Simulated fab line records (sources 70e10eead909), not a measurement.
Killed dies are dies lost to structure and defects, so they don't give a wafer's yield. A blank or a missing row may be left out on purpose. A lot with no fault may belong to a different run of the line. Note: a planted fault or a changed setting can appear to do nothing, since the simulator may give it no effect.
fab line records || flow nandHarc
record {"lots": 6, "wafers": 18, "lastDay": 24}
route steps=1159 shown THIN_TSV@1139
lots with no fault: from the same line, run without faults
startH: start of the lot's first displayed wafer, in hours after the record's first day || waitH: hours elapsed since this lot's preceding step || " same as the row above || L1.1+2: one row covering several wafers at once || - no value, or no start given || * or withheld: withheld || < > ~ a bound
route shown NAME@n: a module of which the file shows steps, and the number in the route of the first || usual: average and standard deviation across the fault-free wafers || same: alike in all rows || chamber/n: place in a boat || sites: per-site readings || _std_site: the values' standard deviation || _edge_site: mean of outer sites minus mean of inner sites || radiusMm: for every site, how far away it sits from the centre of the wafer || mask NAME#n: copy n || behind: the most recent tool/chamber to have shaped the wafer || hold: why the lot went on hold/how many hours it stayed there/how the hold came to an end || device: the transistor (n, p or np) that didn't switch || end of line: the route-end tests of the same wafers || a step without rows: its recipe alone || killed: the dies lost at the first sort to structure and to defects; this is not the yield of the wafer || map: per-die view of a wafer (x killed, . not killed, _ where there is no die)
set.NAME: the run value of the setting; set.NAME@STEP: its run value at that earlier step || model.NAME: the simulator's own value behind a step, which no gauge read
lots at some steps of the route; a table a step, a row a wafer
services: from which hour (startH, from the record's first day; less than 0 if before it) a tool's chamber was out of use, for how many hours, and why
## steps
# step NHARC_THIN_TSV_PVD_24
# recipe {"targetThkA": 8000, "powerW": "withheld", "chamberPressurePa": "withheld", "substrateTempC": "withheld", "timeS": "withheld", "gas": "Ar", "material": "Al"}
# step NHARC_THIN_TSV_DEHYDRATE_25
# recipe {"tempC": 150, "timeS": 120}
# step NHARC_THIN_TSV_HMDS_26
# recipe {"timeS": 30}
# step NHARC_THIN_TSV_COAT_27
# recipe {"spinRpm": "*"}
# step NHARC_THIN_TSV_SOFTBAKE_28
# recipe {"tempC": 122, "timeS": 95}
# step NHARC_THIN_TSV_EBR_29
# step NHARC_THIN_TSV_EXPOSE_30
# recipe {"na": 0.55, "doseMj": 11.47, "maskId": "PAD"}
# step NHARC_THIN_TSV_PEB_31
# recipe {"pebTempC": 118, "pebTimeS": 85}
# step NHARC_THIN_TSV_DEVELOP_32
# recipe {"timeS": 70}
# step NHARC_THIN_TSV_CD_MEAS_33
# recipe {"targetCdNm": 5000, "landingEnergyEv": 500}
# usual {"cdNm": "4999.6/1.7"}
{"lot.wafer": "L879.3", "tool": "cdSem-01", "chamber": 0, "startH": 461.69, "waitH": "-", "cdNm": 4997.6}
{"lot.wafer": "L879.4", "tool": "cdSem-01", "chamber": 0, "startH": 461.69, "waitH": "-", "cdNm": 4997.9}
{"lot.wafer": "L879.5", "tool": "cdSem-01", "chamber": 0, "startH": 461.69, "waitH": "-", "cdNm": 4997.7}
{"lot.wafer": "L878.1", "tool": "cdSem-01", "chamber": 0, "startH": 478.92, "waitH": "-", "cdNm": 5000.5}
{"lot.wafer": "L878.2", "tool": "cdSem-01", "chamber": 0, "startH": 478.92, "waitH": "-", "cdNm": 4999.9}
{"lot.wafer": "L878.3", "tool": "cdSem-01", "chamber": 0, "startH": 478.92, "waitH": "-", "cdNm": 5000.3}
{"lot.wafer": "L884.2", "tool": "cdSem-03", "chamber": 0, "startH": 495.03, "waitH": "-", "cdNm": 5000.9}
{"lot.wafer": "L884.4", "tool": "cdSem-03", "chamber": 0, "startH": 495.03, "waitH": "-", "cdNm": 5001.6}
{"lot.wafer": "L884.6", "tool": "cdSem-03", "chamber": 0, "startH": 495.03, "waitH": "-", "cdNm": 5003.1}
{"lot.wafer": "L886.2", "tool": "cdSem-03", "chamber": 0, "startH": 502.25, "waitH": "-", "cdNm": 5002.3}
{"lot.wafer": "L886.4", "tool": "cdSem-03", "chamber": 0, "startH": 502.25, "waitH": "-", "cdNm": 5003.5}
{"lot.wafer": "L886.6", "tool": "cdSem-03", "chamber": 0, "startH": 502.25, "waitH": "-", "cdNm": 5002.8}
{"lot.wafer": "L889.1", "tool": "cdSem-02", "chamber": 0, "startH": 541.26, "waitH": "-", "cdNm": 5001.9}
{"lot.wafer": "L889.2", "tool": "cdSem-02", "chamber": 0, "startH": 541.26, "waitH": "-", "cdNm": 5001.0}
{"lot.wafer": "L889.5", "tool": "cdSem-02", "chamber": 0, "startH": 541.26, "waitH": "-", "cdNm": 5002.7}
{"lot.wafer": "L896.1", "tool": "cdSem-02", "chamber": 0, "startH": 555.80, "waitH": "-", "cdNm": 4997.2}
{"lot.wafer": "L896.3", "tool": "cdSem-02", "chamber": 0, "startH": 555.80, "waitH": "-", "cdNm": 4999.2}
{"lot.wafer": "L896.5", "tool": "cdSem-02", "chamber": 0, "startH": 555.80, "waitH": "-", "cdNm": 4998.5}
# step NHARC_THIN_TSV_HARDBAKE_34
# recipe {"tempC": 125, "timeS": 80}
# step NHARC_THIN_TSV_DESCUM_35
# recipe {"timeS": 3, "o2FlowSccm": 200, "arFlowSccm": 0, "biasPowerW": 0, "chemistry": "O2"}
# usual {"drypumpMotorCurrentA": "5.7/0.39", "oesProductAu": "1.000/0.01", "rfVppV": "57.8/0.78", "showerheadPlenumPTorr": "1.92/0.073", "throttleValvePct": "11.311/0.0085"}
{"lot.wafer": "L879.3", "tool": "rieDiel-01", "chamber": 2, "startH": 461.86, "waitH": "-", "drypumpMotorCurrentA": 5.6, "oesProductAu": 0.991, "rfHoursCounterH": 16, "rfVppV": 58.3, "showerheadPlenumPTorr": 1.79, "throttleValvePct": 11.310}
{"lot.wafer": "L879.4", "tool": "rieDiel-01", "chamber": 3, "startH": 461.86, "waitH": "-", "drypumpMotorCurrentA": 6.3, "oesProductAu": 1.003, "rfHoursCounterH": 13, "rfVppV": 58.0, "showerheadPlenumPTorr": 1.94, "throttleValvePct": 11.315}
{"lot.wafer": "L879.5", "tool": "rieDiel-01", "chamber": 2, "startH": 461.86, "waitH": "-", "drypumpMotorCurrentA": 5.6, "oesProductAu": 0.999, "rfHoursCounterH": "-", "rfVppV": 57.3, "showerheadPlenumPTorr": 1.79, "throttleValvePct": 11.304}
{"lot.wafer": "L878.1", "tool": "rieDiel-01", "chamber": 1, "startH": 479.09, "waitH": "-", "drypumpMotorCurrentA": 5.3, "oesProductAu": 0.989, "rfHoursCounterH": 18, "rfVppV": 58.7, "showerheadPlenumPTorr": 1.82, "throttleValvePct": 11.310}
{"lot.wafer": "L878.2", "tool": "rieDiel-01", "chamber": 2, "startH": 479.09, "waitH": "-", "drypumpMotorCurrentA": 5.6, "oesProductAu": 0.995, "rfHoursCounterH": 17, "rfVppV": 56.3, "showerheadPlenumPTorr": 1.79, "throttleValvePct": 11.323}
{"lot.wafer": "L878.3", "tool": "rieDiel-01", "chamber": 0, "startH": 479.09, "waitH": "-", "drypumpMotorCurrentA": 5.6, "oesProductAu": 0.999, "rfHoursCounterH": 16, "rfVppV": 58.6, "showerheadPlenumPTorr": 1.86, "throttleValvePct": 11.306}
{"lot.wafer": "L884.2", "tool": "rieDiel-05", "chamber": 1, "startH": 495.19, "waitH": "-", "drypumpMotorCurrentA": 5.1, "oesProductAu": 0.984, "rfHoursCounterH": 10, "rfVppV": 59.0, "showerheadPlenumPTorr": 1.96, "throttleValvePct": 11.308}
{"lot.wafer": "L884.4", "tool": "rieDiel-05", "chamber": 3, "startH": 495.19, "waitH": "-", "drypumpMotorCurrentA": 5.9, "oesProductAu": 0.999, "rfHoursCounterH": "-", "rfVppV": 56.4, "showerheadPlenumPTorr": 1.99, "throttleValvePct": 11.305}
{"lot.wafer": "L884.6", "tool": "rieDiel-05", "chamber": 0, "startH": 495.19, "waitH": "-", "drypumpMotorCurrentA": 5.3, "oesProductAu": 1.003, "rfHoursCounterH": "-", "rfVppV": 58.6, "showerheadPlenumPTorr": 1.93, "throttleValvePct": 11.305}
{"lot.wafer": "L886.4", "tool": "rieDiel-07", "chamber": 1, "startH": 502.41, "waitH": "-", "drypumpMotorCurrentA": 5.4, "oesProductAu": 1.001, "rfHoursCounterH": 7, "rfVppV": 56.9, "showerheadPlenumPTorr": 2.02, "throttleValvePct": 11.331}
{"lot.wafer": "L886.2", "tool": "rieDiel-07", "chamber": 2, "startH": 502.41, "waitH": "-", "drypumpMotorCurrentA": 5.8, "oesProductAu": 0.989, "rfHoursCounterH": 8, "rfVppV": 57.8, "showerheadPlenumPTorr": 1.98, "throttleValvePct": 11.304}
{"lot.wafer": "L886.6", "tool": "rieDiel-07", "chamber": 1, "startH": 502.41, "waitH": "-", "drypumpMotorCurrentA": 5.4, "oesProductAu": 1.009, "rfHoursCounterH": "-", "rfVppV": 58.1, "showerheadPlenumPTorr": 2.02, "throttleValvePct": 11.304}
{"lot.wafer": "L889.2", "tool": "rieDiel-07", "chamber": 2, "startH": 541.43, "waitH": "-", "drypumpMotorCurrentA": 5.8, "oesProductAu": 0.991, "rfHoursCounterH": 9, "rfVppV": 57.7, "showerheadPlenumPTorr": 1.98, "throttleValvePct": 11.311}
{"lot.wafer": "L889.1", "tool": "rieDiel-07", "chamber": 0, "startH": 541.43, "waitH": "-", "drypumpMotorCurrentA": 6.4, "oesProductAu": 1.005, "rfHoursCounterH": 8, "rfVppV": 58.4, "showerheadPlenumPTorr": 1.91, "throttleValvePct": 11.323}
{"lot.wafer": "L889.5", "tool": "rieDiel-07", "chamber": 2, "startH": 541.43, "waitH": "-", "drypumpMotorCurrentA": 5.8, "oesProductAu": 0.986, "rfHoursCounterH": "-", "rfVppV": 57.9, "showerheadPlenumPTorr": 1.98, "throttleValvePct": 11.311}
{"lot.wafer": "L896.3", "tool": "rieDiel-07", "chamber": 1, "startH": 555.96, "waitH": "-", "drypumpMotorCurrentA": 5.4, "oesProductAu": 1.013, "rfHoursCounterH": 10, "rfVppV": 58.3, "showerheadPlenumPTorr": 2.01, "throttleValvePct": 11.311}
{"lot.wafer": "L896.1", "tool": "rieDiel-07", "chamber": 0, "startH": 555.96, "waitH": "-", "drypumpMotorCurrentA": 6.4, "oesProductAu": 0.989, "rfHoursCounterH": 9, "rfVppV": 57.5, "showerheadPlenumPTorr": 1.91, "throttleValvePct": 11.318}
{"lot.wafer": "L896.5", "tool": "rieDiel-07", "chamber": 1, "startH": 555.96, "waitH": "-", "drypumpMotorCurrentA": 5.4, "oesProductAu": 1.009, "rfHoursCounterH": "-", "rfVppV": 59.2, "showerheadPlenumPTorr": 2.01, "throttleValvePct": 11.306}
# step NHARC_THIN_TSV_ETCH_59
# recipe {"targetDepthA": 8800, "icpW": 900, "biasW": 100, "Cl2_flow_sccm": 60, "bcl3FlowSccm": 30, "timeS": 138.1, "chemistry": "Cl2/BCl3"}
# usual {"drypumpMotorCurrentA": "5.7/0.55", "mfcCl2Sccm": "60.02/0.17", "oesProductAu": "1.009/0.01", "throttleValvePct": "22.265/0.01"}
{"lot.wafer": "L879.4", "tool": "rieMetal-02", "chamber": 0, "startH": 462.07, "waitH": 0.2, "drypumpMotorCurrentA": 5.5, "mfcCl2Sccm": 59.96, "oesProductAu": 1.010, "rfHoursCounterH": "-", "throttleValvePct": 22.281}
{"lot.wafer": "L879.3", "tool": "rieMetal-02", "chamber": 1, "startH": 462.07, "waitH": 0.2, "drypumpMotorCurrentA": 4.7, "mfcCl2Sccm": 59.65, "oesProductAu": 0.992, "rfHoursCounterH": "-", "throttleValvePct": 22.287}
{"lot.wafer": "L879.5", "tool": "rieMetal-02", "chamber": 0, "startH": 462.07, "waitH": 0.2, "drypumpMotorCurrentA": 5.5, "mfcCl2Sccm": 59.89, "oesProductAu": 1.014, "rfHoursCounterH": "-", "throttleValvePct": 22.260}
{"lot.wafer": "L878.2", "tool": "rieMetal-01", "chamber": 1, "startH": 479.24, "waitH": 0.1, "drypumpMotorCurrentA": 6.5, "mfcCl2Sccm": 60.21, "oesProductAu": 0.991, "rfHoursCounterH": 3.5, "throttleValvePct": 22.254}
{"lot.wafer": "L878.1", "tool": "rieMetal-01", "chamber": 0, "startH": 479.24, "waitH": 0.1, "drypumpMotorCurrentA": 6.0, "mfcCl2Sccm": 60.08, "oesProductAu": 1.011, "rfHoursCounterH": 4.2, "throttleValvePct": 22.269}
{"lot.wafer": "L878.3", "tool": "rieMetal-01", "chamber": 1, "startH": 479.24, "waitH": 0.1, "drypumpMotorCurrentA": 6.5, "mfcCl2Sccm": 60.15, "oesProductAu": 0.994, "rfHoursCounterH": "-", "throttleValvePct": 22.259}
{"lot.wafer": "L884.2", "tool": "rieMetal-01", "chamber": 0, "startH": 495.38, "waitH": 0.2, "drypumpMotorCurrentA": 6.0, "mfcCl2Sccm": 59.78, "oesProductAu": 1.273, "rfHoursCounterH": 4.9, "throttleValvePct": 22.269}
{"lot.wafer": "L884.4", "tool": "rieMetal-01", "chamber": 0, "startH": 495.38, "waitH": 0.2, "drypumpMotorCurrentA": 6.0, "mfcCl2Sccm": 59.96, "oesProductAu": 1.273, "rfHoursCounterH": "-", "throttleValvePct": 22.268}
{"lot.wafer": "L884.6", "tool": "rieMetal-01", "chamber": 1, "startH": 495.38, "waitH": 0.2, "drypumpMotorCurrentA": 6.5, "mfcCl2Sccm": 60.28, "oesProductAu": 1.258, "rfHoursCounterH": "-", "throttleValvePct": 22.262}
{"lot.wafer": "L886.2", "tool": "rieMetal-01", "chamber": 0, "startH": 502.57, "waitH": 0.1, "drypumpMotorCurrentA": 6.0, "mfcCl2Sccm": 59.90, "oesProductAu": 1.283, "rfHoursCounterH": 5.1, "throttleValvePct": 22.267}
{"lot.wafer": "L886.4", "tool": "rieMetal-01", "chamber": 1, "startH": 502.57, "waitH": 0.1, "drypumpMotorCurrentA": 6.5, "mfcCl2Sccm": 59.82, "oesProductAu": 1.254, "rfHoursCounterH": "-", "throttleValvePct": 22.265}
{"lot.wafer": "L886.6", "tool": "rieMetal-01", "chamber": 1, "startH": 502.57, "waitH": 0.1, "drypumpMotorCurrentA": 6.5, "mfcCl2Sccm": 59.94, "oesProductAu": 1.260, "rfHoursCounterH": "-", "throttleValvePct": 22.268}
{"lot.wafer": "L889.1", "tool": "rieMetal-03", "chamber": 0, "startH": 541.55, "waitH": 0.1, "drypumpMotorCurrentA": 5.3, "mfcCl2Sccm": 60.10, "oesProductAu": 1.008, "rfHoursCounterH": 2.4, "throttleValvePct": 22.273}
{"lot.wafer": "L889.2", "tool": "rieMetal-03", "chamber": 1, "startH": 541.55, "waitH": 0.1, "drypumpMotorCurrentA": 5.6, "mfcCl2Sccm": 60.38, "oesProductAu": 1.029, "rfHoursCounterH": 2.4, "throttleValvePct": 22.282}
{"lot.wafer": "L889.5", "tool": "rieMetal-03", "chamber": 1, "startH": 541.55, "waitH": 0.1, "drypumpMotorCurrentA": 5.6, "mfcCl2Sccm": 60.29, "oesProductAu": 1.022, "rfHoursCounterH": "-", "throttleValvePct": 22.271}
{"lot.wafer": "L896.1", "tool": "rieMetal-02", "chamber": 1, "startH": 556.09, "waitH": 0.1, "drypumpMotorCurrentA": 4.7, "mfcCl2Sccm": 59.84, "oesProductAu": 0.991, "rfHoursCounterH": 4.5, "throttleValvePct": 22.270}
{"lot.wafer": "L896.3", "tool": "rieMetal-02", "chamber": 1, "startH": 556.09, "waitH": 0.1, "drypumpMotorCurrentA": 4.7, "mfcCl2Sccm": 59.98, "oesProductAu": 0.981, "rfHoursCounterH": "-", "throttleValvePct": 22.254}
{"lot.wafer": "L896.5", "tool": "rieMetal-02", "chamber": 1, "startH": 556.09, "waitH": 0.1, "drypumpMotorCurrentA": 4.7, "mfcCl2Sccm": 60.12, "oesProductAu": 0.989, "rfHoursCounterH": "-", "throttleValvePct": 22.263}
# step NHARC_THIN_TSV_ETCH_36
# recipe {"targetDepthA": 650, "overEtchFrac": 0.3, "timeS": 18.571, "ionEnergyEv": 150, "chemistry": "Cl2/BCl3"}
# usual {"drypumpMotorCurrentA": "5.7/0.55", "oesProductAu": "1.008/0.01"}
{"lot.wafer": "L879.4", "tool": "rieMetal-02", "chamber": 1, "startH": 462.32, "waitH": 0.2, "drypumpMotorCurrentA": 4.8, "oesProductAu": 1.013, "rfHoursCounterH": "-"}
{"lot.wafer": "L879.3", "tool": "rieMetal-02", "chamber": 0, "startH": 462.32, "waitH": 0.2, "drypumpMotorCurrentA": 5.4, "oesProductAu": 1.015, "rfHoursCounterH": "-"}
{"lot.wafer": "L879.5", "tool": "rieMetal-02", "chamber": 1, "startH": 462.32, "waitH": 0.2, "drypumpMotorCurrentA": 4.7, "oesProductAu": 0.995, "rfHoursCounterH": "-"}
{"lot.wafer": "L878.1", "tool": "rieMetal-01", "chamber": 0, "startH": 479.50, "waitH": 0.2, "drypumpMotorCurrentA": 6.0, "oesProductAu": 1.019, "rfHoursCounterH": 4.3}
{"lot.wafer": "L878.2", "tool": "rieMetal-01", "chamber": 1, "startH": 479.50, "waitH": 0.2, "drypumpMotorCurrentA": 6.5, "oesProductAu": 1.002, "rfHoursCounterH": 3.6}
{"lot.wafer": "L878.3", "tool": "rieMetal-01", "chamber": 1, "startH": 479.50, "waitH": 0.2, "drypumpMotorCurrentA": 6.6, "oesProductAu": 1.000, "rfHoursCounterH": "-"}
{"lot.wafer": "L884.2", "tool": "rieMetal-01", "chamber": 0, "startH": 495.61, "waitH": 0.2, "drypumpMotorCurrentA": 6.0, "oesProductAu": 1.013, "rfHoursCounterH": 5.0}
{"lot.wafer": "L884.4", "tool": "rieMetal-01", "chamber": 0, "startH": 495.61, "waitH": 0.2, "drypumpMotorCurrentA": 6.0, "oesProductAu": 1.013, "rfHoursCounterH": "-"}
{"lot.wafer": "L884.6", "tool": "rieMetal-01", "chamber": 0, "startH": 495.61, "waitH": 0.2, "drypumpMotorCurrentA": 6.0, "oesProductAu": 1.010, "rfHoursCounterH": "-"}
{"lot.wafer": "L886.2", "tool": "rieMetal-01", "chamber": 0, "startH": 502.80, "waitH": 0.2, "drypumpMotorCurrentA": 6.0, "oesProductAu": 1.014, "rfHoursCounterH": 5.3}
{"lot.wafer": "L886.4", "tool": "rieMetal-01", "chamber": 1, "startH": 502.80, "waitH": 0.2, "drypumpMotorCurrentA": 6.5, "oesProductAu": 0.998, "rfHoursCounterH": "-"}
{"lot.wafer": "L886.6", "tool": "rieMetal-01", "chamber": 0, "startH": 502.80, "waitH": 0.2, "drypumpMotorCurrentA": 6.0, "oesProductAu": 1.003, "rfHoursCounterH": "-"}
{"lot.wafer": "L889.2", "tool": "rieMetal-03", "chamber": 0, "startH": 541.81, "waitH": 0.2, "drypumpMotorCurrentA": 5.3, "oesProductAu": 0.998, "rfHoursCounterH": 2.6}
{"lot.wafer": "L889.1", "tool": "rieMetal-03", "chamber": 1, "startH": 541.81, "waitH": 0.2, "drypumpMotorCurrentA": 5.6, "oesProductAu": 1.021, "rfHoursCounterH": 2.6}
{"lot.wafer": "L889.5", "tool": "rieMetal-03", "chamber": 0, "startH": 541.81, "waitH": 0.2, "drypumpMotorCurrentA": 5.3, "oesProductAu": 1.004, "rfHoursCounterH": "-"}
{"lot.wafer": "L896.1", "tool": "rieMetal-02", "chamber": 1, "startH": 556.35, "waitH": 0.2, "drypumpMotorCurrentA": 4.8, "oesProductAu": 0.998, "rfHoursCounterH": 4.6}
{"lot.wafer": "L896.3", "tool": "rieMetal-02", "chamber": 1, "startH": 556.35, "waitH": 0.2, "drypumpMotorCurrentA": 4.7, "oesProductAu": 0.989, "rfHoursCounterH": "-"}
{"lot.wafer": "L896.5", "tool": "rieMetal-02", "chamber": 0, "startH": 556.35, "waitH": 0.2, "drypumpMotorCurrentA": 5.5, "oesProductAu": 1.012, "rfHoursCounterH": "-"}
# step NHARC_THIN_TSV_STRIP_56
# recipe {"powerW": 1500, "tempC": 250, "chemistry": "O2"}
# usual {"drypumpMotorCurrentA": "5.85/0.25", "heaterPowerW": "296/8.6", "rfReflPowerW": "23/5.6"}
{"lot.wafer": "L879.4", "tool": "plasmaAsher-01", "chamber": 0, "startH": 462.51, "waitH": 0.2, "drypumpMotorCurrentA": 5.98, "heaterPowerW": 292, "rfHoursCounterH": "-", "rfReflPowerW": "-"}
{"lot.wafer": "L879.3", "tool": "plasmaAsher-01", "chamber": 1, "startH": 462.51, "waitH": 0.2, "drypumpMotorCurrentA": 5.55, "heaterPowerW": 300, "rfHoursCounterH": "-", "rfReflPowerW": "-"}
{"lot.wafer": "L879.5", "tool": "plasmaAsher-01", "chamber": 1, "startH": 462.51, "waitH": 0.2, "drypumpMotorCurrentA": 5.54, "heaterPowerW": 300, "rfHoursCounterH": "-", "rfReflPowerW": "-"}
{"lot.wafer": "L878.1", "tool": "plasmaAsher-01", "chamber": 0, "startH": 479.61, "waitH": 0.1, "drypumpMotorCurrentA": 5.97, "heaterPowerW": 288, "rfHoursCounterH": 7, "rfReflPowerW": 18}
{"lot.wafer": "L878.2", "tool": "plasmaAsher-01", "chamber": 1, "startH": 479.61, "waitH": 0.1, "drypumpMotorCurrentA": 5.53, "heaterPowerW": 304, "rfHoursCounterH": 7, "rfReflPowerW": 29}
{"lot.wafer": "L878.3", "tool": "plasmaAsher-01", "chamber": 1, "startH": 479.61, "waitH": 0.1, "drypumpMotorCurrentA": 5.54, "heaterPowerW": 297, "rfHoursCounterH": "-", "rfReflPowerW": 29}
{"lot.wafer": "L884.2", "tool": "plasmaAsher-01", "chamber": 0, "startH": 495.70, "waitH": 0.1, "drypumpMotorCurrentA": 5.98, "heaterPowerW": 291, "rfHoursCounterH": 11, "rfReflPowerW": 16}
{"lot.wafer": "L884.4", "tool": "plasmaAsher-01", "chamber": 0, "startH": 495.70, "waitH": 0.1, "drypumpMotorCurrentA": 5.95, "heaterPowerW": 290, "rfHoursCounterH": "-", "rfReflPowerW": 17}
{"lot.wafer": "L884.6", "tool": "plasmaAsher-01", "chamber": 1, "startH": 495.70, "waitH": 0.1, "drypumpMotorCurrentA": 5.54, "heaterPowerW": 293, "rfHoursCounterH": "-", "rfReflPowerW": 29}
{"lot.wafer": "L886.2", "tool": "plasmaAsher-02", "chamber": 0, "startH": 502.90, "waitH": 0.1, "drypumpMotorCurrentA": 5.88, "heaterPowerW": 314, "rfHoursCounterH": 47, "rfReflPowerW": 28}
{"lot.wafer": "L886.4", "tool": "plasmaAsher-02", "chamber": 1, "startH": 502.90, "waitH": 0.1, "drypumpMotorCurrentA": 6.23, "heaterPowerW": 298, "rfHoursCounterH": "-", "rfReflPowerW": 17}
{"lot.wafer": "L886.6", "tool": "plasmaAsher-02", "chamber": 0, "startH": 502.90, "waitH": 0.1, "drypumpMotorCurrentA": 5.89, "heaterPowerW": 312, "rfHoursCounterH": "-", "rfReflPowerW": 28}
{"lot.wafer": "L889.1", "tool": "plasmaAsher-01", "chamber": 0, "startH": 542.35, "waitH": 0.5, "drypumpMotorCurrentA": 5.97, "heaterPowerW": 293, "rfHoursCounterH": 26, "rfReflPowerW": 17}
{"lot.wafer": "L889.2", "tool": "plasmaAsher-01", "chamber": 1, "startH": 542.35, "waitH": 0.5, "drypumpMotorCurrentA": 5.53, "heaterPowerW": 294, "rfHoursCounterH": 26, "rfReflPowerW": 29}
{"lot.wafer": "L889.5", "tool": "plasmaAsher-01", "chamber": 0, "startH": 542.35, "waitH": 0.5, "drypumpMotorCurrentA": 5.96, "heaterPowerW": 290, "rfHoursCounterH": "-", "rfReflPowerW": 17}
{"lot.wafer": "L896.1", "tool": "plasmaAsher-01", "chamber": 0, "startH": 556.45, "waitH": 0.1, "drypumpMotorCurrentA": 5.91, "heaterPowerW": 296, "rfHoursCounterH": 35, "rfReflPowerW": 17}
{"lot.wafer": "L896.3", "tool": "plasmaAsher-01", "chamber": 0, "startH": 556.45, "waitH": 0.1, "drypumpMotorCurrentA": 5.94, "heaterPowerW": 285, "rfHoursCounterH": "-", "rfReflPowerW": 18}
{"lot.wafer": "L896.5", "tool": "plasmaAsher-01", "chamber": 0, "startH": 556.45, "waitH": 0.1, "drypumpMotorCurrentA": 5.94, "heaterPowerW": 289, "rfHoursCounterH": "-", "rfReflPowerW": 17}
# step NHARC_THIN_TSV_STRIP_57
# recipe {"timeS": 1200, "tempC": 72.5, "chemistry": "postEtchResidueRemover"}
# step NHARC_THIN_TSV_CD_MEAS_37
# usual {"cdNm": "5001/3"}
{"lot.wafer": "L879.3", "tool": "cdSem-03", "chamber": "-", "startH": 463.24, "waitH": "-", "cdNm": 4996}
{"lot.wafer": "L879.4", "tool": "cdSem-03", "chamber": "-", "startH": 463.24, "waitH": "-", "cdNm": 4999}
{"lot.wafer": "L879.5", "tool": "cdSem-03", "chamber": "-", "startH": 463.24, "waitH": "-", "cdNm": 5000}
{"lot.wafer": "L878.1", "tool": "cdSem-02", "chamber": "-", "startH": 480.41, "waitH": "-", "cdNm": 5001}
{"lot.wafer": "L878.2", "tool": "cdSem-02", "chamber": "-", "startH": 480.41, "waitH": "-", "cdNm": 4999}
{"lot.wafer": "L878.3", "tool": "cdSem-02", "chamber": "-", "startH": 480.41, "waitH": "-", "cdNm": 5003}
{"lot.wafer": "L884.2", "tool": "cdSem-03", "chamber": "-", "startH": 496.51, "waitH": "-", "cdNm": 4987}
{"lot.wafer": "L884.4", "tool": "cdSem-03", "chamber": "-", "startH": 496.51, "waitH": "-", "cdNm": 4986}
{"lot.wafer": "L884.6", "tool": "cdSem-03", "chamber": "-", "startH": 496.51, "waitH": "-", "cdNm": 4993}
{"lot.wafer": "L886.2", "tool": "cdSem-02", "chamber": "-", "startH": 503.70, "waitH": "-", "cdNm": 4992}
{"lot.wafer": "L886.4", "tool": "cdSem-02", "chamber": "-", "startH": 503.70, "waitH": "-", "cdNm": 4994}
{"lot.wafer": "L886.6", "tool": "cdSem-02", "chamber": "-", "startH": 503.70, "waitH": "-", "cdNm": 4995}
{"lot.wafer": "L889.1", "tool": "cdSem-02", "chamber": "-", "startH": 543.15, "waitH": "-", "cdNm": 5003}
{"lot.wafer": "L889.2", "tool": "cdSem-02", "chamber": "-", "startH": 543.15, "waitH": "-", "cdNm": 5003}
{"lot.wafer": "L889.5", "tool": "cdSem-02", "chamber": "-", "startH": 543.15, "waitH": "-", "cdNm": 5001}
{"lot.wafer": "L896.1", "tool": "cdSem-01", "chamber": "-", "startH": 557.24, "waitH": "-", "cdNm": 4999}
{"lot.wafer": "L896.3", "tool": "cdSem-01", "chamber": "-", "startH": 557.24, "waitH": "-", "cdNm": 5003}
{"lot.wafer": "L896.5", "tool": "cdSem-01", "chamber": "-", "startH": 557.24, "waitH": "-", "cdNm": 4999}
# step NHARC_THIN_TSV_ANNEAL_58
# recipe {"tempC": 400, "timeS": 1800}
## services
{"tool": "rieDiel-07", "chamber": 0, "startH": 438.70, "hours": "-", "kind": "clean"}
{"tool": "rieDiel-07", "chamber": 1, "startH": 438.70, "hours": "-", "kind": "clean"}
{"tool": "rieDiel-07", "chamber": 2, "startH": 438.70, "hours": "-", "kind": "clean"}
{"tool": "rieDiel-05", "chamber": 1, "startH": 441.04, "hours": 6.7, "kind": "repair"}
{"tool": "rieMetal-03", "chamber": 1, "startH": 444.02, "hours": 4.8, "kind": "repair"}
{"tool": "plasmaAsher-01", "chamber": "-", "startH": 453.00, "hours": 9.0, "kind": "pm"}
{"tool": "plasmaAsher-01", "chamber": 0, "startH": 453.00, "hours": 9.0, "kind": "ventCycle"}
{"tool": "plasmaAsher-01", "chamber": 1, "startH": 453.00, "hours": 9.0, "kind": "ventCycle"}
{"tool": "rieMetal-03", "chamber": "-", "startH": 453.15, "hours": 9.0, "kind": "pm"}
{"tool": "rieDiel-05", "chamber": 2, "startH": 461.19, "hours": 116.2, "kind": "repair"}
{"tool": "plasmaAsher-01", "chamber": 0, "startH": 462.00, "hours": "-", "kind": "clean"}
{"tool": "plasmaAsher-01", "chamber": 1, "startH": 462.00, "hours": "-", "kind": "clean"}
{"tool": "rieDiel-01", "chamber": 3, "startH": 478.11, "hours": 3.8, "kind": "repair"}
{"tool": "rieDiel-01", "chamber": "-", "startH": 491.80, "hours": 9.0, "kind": "pm"}
{"tool": "rieDiel-07", "chamber": "-", "startH": 508.52, "hours": 1.0, "kind": "repair"}
{"tool": "rieMetal-01", "chamber": "-", "startH": 509.00, "hours": 9.0, "kind": "pm"}
{"tool": "rieMetal-01", "chamber": 0, "startH": 509.00, "hours": 9.0, "kind": "ventCycle"}
{"tool": "rieMetal-01", "chamber": 1, "startH": 509.00, "hours": 9.0, "kind": "ventCycle"}
{"tool": "rieDiel-05", "chamber": "-", "startH": 517.73, "hours": 9.0, "kind": "pm"}
{"tool": "rieMetal-01", "chamber": 0, "startH": 518.00, "hours": "-", "kind": "clean"}
{"tool": "rieMetal-01", "chamber": 1, "startH": 518.00, "hours": "-", "kind": "clean"}
{"tool": "plasmaAsher-02", "chamber": "-", "startH": 537.42, "hours": 9.0, "kind": "pm"}
{"tool": "rieDiel-01", "chamber": 0, "startH": 544.16, "hours": 9.8, "kind": "repair"}
{"tool": "rieDiel-01", "chamber": "-", "startH": 554.73, "hours": 2.1, "kind": "repair"}
## key
firstSign {"step": "NHARC_THIN_TSV_ETCH_59", "reading": "oesProductAu", "direction": "up", "sigmas": 25, "usual": 1.009, "struck": 1.267}
effect {"step": "NHARC_THIN_TSV_CD_MEAS_37", "reading": "cdNm", "direction": "down", "sigmas": 3.3, "usual": 5001, "struck": 4991}
metAt NHARC_THIN_TSV_ETCH_59
struckWafers L884.2,L884.4,L884.6,L886.2,L886.4,L886.6
onsetBetween 479.24 495.38
fault {"kind": "processParameterDrift", "tool": "rieMetal-01", "chamber": "-", "onsetH": 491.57, "steps": "NHARC_THIN_TSV_ETCH_59", "channel": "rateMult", "offset": 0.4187, "shape": "step", "endH": 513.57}
